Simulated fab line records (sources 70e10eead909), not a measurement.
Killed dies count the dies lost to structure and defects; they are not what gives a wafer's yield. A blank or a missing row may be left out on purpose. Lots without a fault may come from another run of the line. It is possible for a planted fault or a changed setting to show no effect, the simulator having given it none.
Chamber matching || flow nand harc || NHARC_A_CHANNEL_FILL_D1_ALD_25 on ald hk-02 has 4 sister chambers
The step deposits SiOx, target thk 60 nm, pulse time 10 s, ald cycles 600. 4 wafers are shown with their chamber, then 7 later ones without.

WAFERS PAIRED WITH THEIR CHAMBERS
{"wafer": "L082.2", "chamber": 0, "heater power w (W)": 443}
{"wafer": "L088.2", "chamber": 3, "heater power w (W)": 446}
{"wafer": "L090.1", "chamber": 2, "heater power w (W)": 515}
{"wafer": "L090.4", "chamber": 1, "heater power w (W)": 424}

WAFERS WITH NO CHAMBER GIVEN
{"wafer": "L090.5", "heater power w (W)": 437}
{"wafer": "L092.1", "heater power w (W)": 455}
{"wafer": "L092.3", "heater power w (W)": 466}
{"wafer": "L092.5", "heater power w (W)": 431}
{"wafer": "L097.3", "heater power w (W)": 426}
{"wafer": "L097.4", "heater power w (W)": 445}
{"wafer": "L097.5", "heater power w (W)": 426}

WHICH CHAMBER EACH ONE RAN IN
{"wafer": "L090.5", "from the rows above": "can't be placed: 0 or 3 or 1", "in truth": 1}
{"wafer": "L092.1", "from the rows above": "can't be placed: 3 or 0", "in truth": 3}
{"wafer": "L092.3", "from the rows above": "can't be placed: 3 or 0", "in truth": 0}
{"wafer": "L092.5", "from the rows above": "can't be placed: 1 or 0 or 3", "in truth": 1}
{"wafer": "L097.3", "from the rows above": "can't be placed: 1 or 0 or 3", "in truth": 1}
{"wafer": "L097.4", "from the rows above": "can't be placed: 3 or 0", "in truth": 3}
{"wafer": "L097.5", "from the rows above": "can't be placed: 1 or 0 or 3", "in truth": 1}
0 of 7 placed correctly. Can't be placed from these rows: 7 (the true chamber is among the candidates in 7). Wrongly placed: 0.
How it was worked out, from the rows above alone: a wafer's distance from a chamber is the root of the sum, over the readings, of the square of ((its reading less the chamber's mean) divided by the reading's scatter). The wafer belongs to the nearest chamber; if the next one is less than 2 further off, it can't be placed. The mean given for a chamber averages the wafers shown for that chamber. The scatter (one wafer shown for each chamber): square how far every hidden wafer sits from the nearest shown wafer, average those squares and take the square root.
